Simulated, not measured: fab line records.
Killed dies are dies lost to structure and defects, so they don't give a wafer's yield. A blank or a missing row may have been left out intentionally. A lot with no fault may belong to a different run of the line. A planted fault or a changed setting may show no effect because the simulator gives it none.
Chamber matching + flow n5_finfet + pecvd-03 running N5_BEOL_M11_PECVD_70: 3 sister chambers
The step deposits SiO2 from TEOS/O2, target thk 20 nm, time 22.7 s. 22 wafers are shown with their chamber, then 11 later ones without.

## EACH WAFER AND ITS CHAMBER
| wafer  | chamber | throttle_valve_pct (%) | showerhead_plenum_p_Torr (Torr) | heater_power_w (W) |
|--------|---------|------------------------|---------------------------------|--------------------|
| L074.1 | 2       | 20.8                   | 8.74                            | 665                |
| L074.2 | 1       | 26.0                   | 8.83                            | 618                |
| L074.3 | 0       | 21.1                   | 8.79                            | 679                |
| L078.2 | 1       | 25.8                   | 8.81                            | 643                |
| L078.5 | 1       | 26.0                   | 8.84                            | 646                |
| L078.6 | 2       | 21.3                   | 8.76                            | 751                |
| L080.1 | 0       | 21.3                   | 8.84                            | 700                |
| L080.2 | 1       | 26.0                   | 8.81                            | 568                |
| L080.6 | 0       | 21.2                   | 8.81                            | 734                |
| L081.1 | 1       | 25.7                   | 8.87                            | 612                |
| L081.3 | 2       | 20.9                   | 8.79                            | 758                |
| L081.6 | 0       | 21.4                   | 8.80                            | 697                |
| L084.1 | 2       | 21.1                   | 8.76                            | 711                |
| L084.2 | 1       | 25.8                   | 8.83                            | 647                |
| L084.5 | 0       | 21.4                   | 8.83                            | 714                |
| L086.1 | 2       | 21.2                   | 8.76                            | 762                |
| L086.4 | 1       | 25.7                   | 8.79                            | 612                |
| L086.5 | 2       | 21.3                   | 8.74                            | 758                |
| L088.1 | 1       | 25.9                   | 8.83                            | 689                |
| L088.2 | 2       | 20.7                   | 8.75                            | 762                |
| L088.5 | 2       | 21.0                   | 8.74                            | 776                |
| L087.1 | 0       | 21.3                   | 8.81                            | 642                |

SIGNATURES, as means of the wafers listed above
| reading                  | chamber 0 | chamber 1 | chamber 2 | scatter within a chamber |
|--------------------------|-----------|-----------|-----------|--------------------------|
| throttle_valve_pct       | 21.283    | 25.863    | 21.038    | 0.169                    |
| showerhead_plenum_p_Torr | 8.8133    | 8.8262    | 8.7550    | 0.0202                   |
| heater_power_w           | 694.33    | 629.38    | 742.88    | 35                       |
Rule: for a wafer and a chamber, the distance is found by dividing, reading by reading, the gap between the wafer's reading and the chamber's mean by the reading's scatter, squaring, summing and taking the root. The wafer belongs to the nearest chamber; if the next one is less than 2 further off, it can't be placed. The scatter: the root of (the sum of the squares of (reading less its chamber's mean) over the shown wafers, divided by (wafers less chambers)).

## WAFERS WITH NO CHAMBER GIVEN
| wafer  | throttle_valve_pct (%) | showerhead_plenum_p_Torr (Torr) | heater_power_w (W) |
|--------|------------------------|---------------------------------|--------------------|
| L087.5 | 21.5                   | 8.81                            | 649                |
| L087.6 | 26.0                   | 8.84                            | 537                |
| L090.1 | 21.2                   | 8.75                            | 713                |
| L090.4 | 25.8                   | 8.85                            | 619                |
| L090.5 | 21.2                   | 8.83                            | 695                |
| L094.1 | 20.9                   | 8.75                            | 678                |
| L094.2 | 26.0                   | 8.83                            | 659                |
| L094.4 | 21.2                   | 8.75                            | 667                |
| L096.1 | 21.2                   | 8.76                            | 787                |
| L096.2 | 25.4                   | 8.81                            | 659                |
| L096.3 | 21.2                   | 8.80                            | 657                |

## WHICH CHAMBER EACH ONE RAN IN
| wafer  | from the rows above     | in truth |
|--------|-------------------------|----------|
| L087.5 | 0                       | 0        |
| L087.6 | 1                       | 1        |
| L090.1 | can't be placed: 2 or 0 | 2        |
| L090.4 | 1                       | 1        |
| L090.5 | 0                       | 0        |
| L094.1 | can't be placed: 2 or 0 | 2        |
| L094.2 | 1                       | 1        |
| L094.4 | can't be placed: 2 or 0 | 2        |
| L096.1 | 2                       | 2        |
| L096.2 | 1                       | 1        |
| L096.3 | 0                       | 0        |
8 of 11 placed correctly. From these rows, 3 cannot be placed; in 3 the true chamber is one of the candidates. 0 placed wrongly.
